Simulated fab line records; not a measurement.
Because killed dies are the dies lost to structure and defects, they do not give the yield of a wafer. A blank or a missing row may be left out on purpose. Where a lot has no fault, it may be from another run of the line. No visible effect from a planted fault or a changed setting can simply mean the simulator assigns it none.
Split-lot trial	flow n5_finfet	21 wafers read across 7 lots, on a route 1938 steps long

ABOUT THE SPLIT
At N5_MOL_CONTACT_COAG_ETCH_15 (etches SiNx in CH3F/O2, stops on Si:P, target depth 7 nm), the setting source_w was moved away from the recipe's 395 W on 8 of the 21 wafers read, by -15.2% to +13.5%. For the rest of the wafers, this setting stayed at what the recipe calls for.

The reading is taken at the split's own step.

THE READING
rf_vpp_V, in V, at N5_MOL_CONTACT_COAG_ETCH_15 (etches SiNx in CH3F/O2, stops on Si:P, target depth 7 nm). Fault-free wafers of this fab line usually give 294 V, standard deviation 5.5 V.

wafer	tool, chamber at the split	source_w as run, W	against the recipe	rf_vpp_V, V	against lot-mates on the recipe
L074.1	rie_diel-04, 0	395	recipe	297	-
L074.2	rie_diel-04, 1	395	recipe	299	-
L074.4	rie_diel-04, 3	395	recipe	298	-
L075.4	rie_diel-06, 0	395	recipe	286	-
L075.5	rie_diel-06, 3	395	recipe	291	-
L075.6	rie_diel-06, 2	395	recipe	289	-
L078.1	rie_diel-06, 2	354.1	-10.4%	305	+14
L078.3	rie_diel-06, 0	354.1	-10.4%	301	+10
L078.6	rie_diel-06, 3	395	recipe	291	-
L081.3	rie_diel-04, 0	395	recipe	296	-
L081.4	rie_diel-04, 3	334.8	-15.2%	320	+24
L081.5	rie_diel-04, 2	334.8	-15.2%	315	+19
L089.2	rie_diel-04, 3	395	recipe	296	-
L089.5	rie_diel-04, 0	368.8	-6.6%	307	+11
L089.6	rie_diel-04, 1	368.8	-6.6%	309	+13
L090.1	rie_diel-05, 1	336.9	-14.7%	315	+24
L090.2	rie_diel-05, 3	395	recipe	286	-
L090.4	rie_diel-05, 0	395	recipe	297	-
L091.1	rie_diel-06, 1	395	recipe	304	-
L091.3	rie_diel-06, 2	395	recipe	289	-
L091.5	rie_diel-06, 2	448.2	+13.5%	271	-26

THE FIT
A straight line over all 21 wafers: rf_vpp_V changes by -1.49 V for each +1% of source_w; r = -0.90; the points scatter about the line by 5.2 V.
The same after taking each lot's own level away (the mean of its wafers on the recipe; 21 wafers): -1.54 V for each +1%; r = -0.94; scatter 3.8 V.
The reading moves by 23 V for the largest change in source_w, on that fit.
From 288.7 to 298.0 V: that is the span of the lots' own levels, equal to 1.7 times the standard deviation above.
The two slopes are in agreement: the lot-to-lot level therefore moves the slope only a little.
Check: +22.6 V against its lot-mates is what the line predicts for one of the wafers moved furthest among these (-15.2%) when that wafer is left out of the fit. Against them it came out at +24 V.
Tool readings at the split's step, against how far the setting was moved: rf_vpp_V r = -0.90.

THE OTHER SPLITS THESE WAFERS WENT THROUGH
Before the reading, these wafers also passed through other splits. Each is held against what the fit with the lots' levels taken away leaves over:
other split on the same wafers	wafers away from the commonest value	r with rf_vpp_V (lot level and that fit taken away)
N5_WELL_APT_EXPOSE_05 dose_mj	9	+0.19
N5_WELL_APT_PEB_06 peb_temp_c	7	+0.06
N5_PMOS_HMC_CHANNEL_EPI_DEVELOP_08 develop_time_s	2	+0.20
N5_FIN_SAQP_SPACER1_ALD_24 ald_cycles	6	+0.18
N5_SD_EPI_N_ETCH_35 time_s	9	+0.07
N5_SD_EPI_P_ETCH_16 target_depth_a	7	+0.28
N5_SD_EPI_P_EPI_21 time_s	11	-0.24
N5_SDB_ALD_29 ald_cycles	6	+0.03
N5_HKMG_FIN_COAT_85 spin_rpm	4	-0.19
N5_GATE_CUT_COAT_07 spin_rpm	8	+0.08

THE FILE'S OWN FIT
rf_vpp_V changes by -1.56 V for each +1% of source_w, r = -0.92.
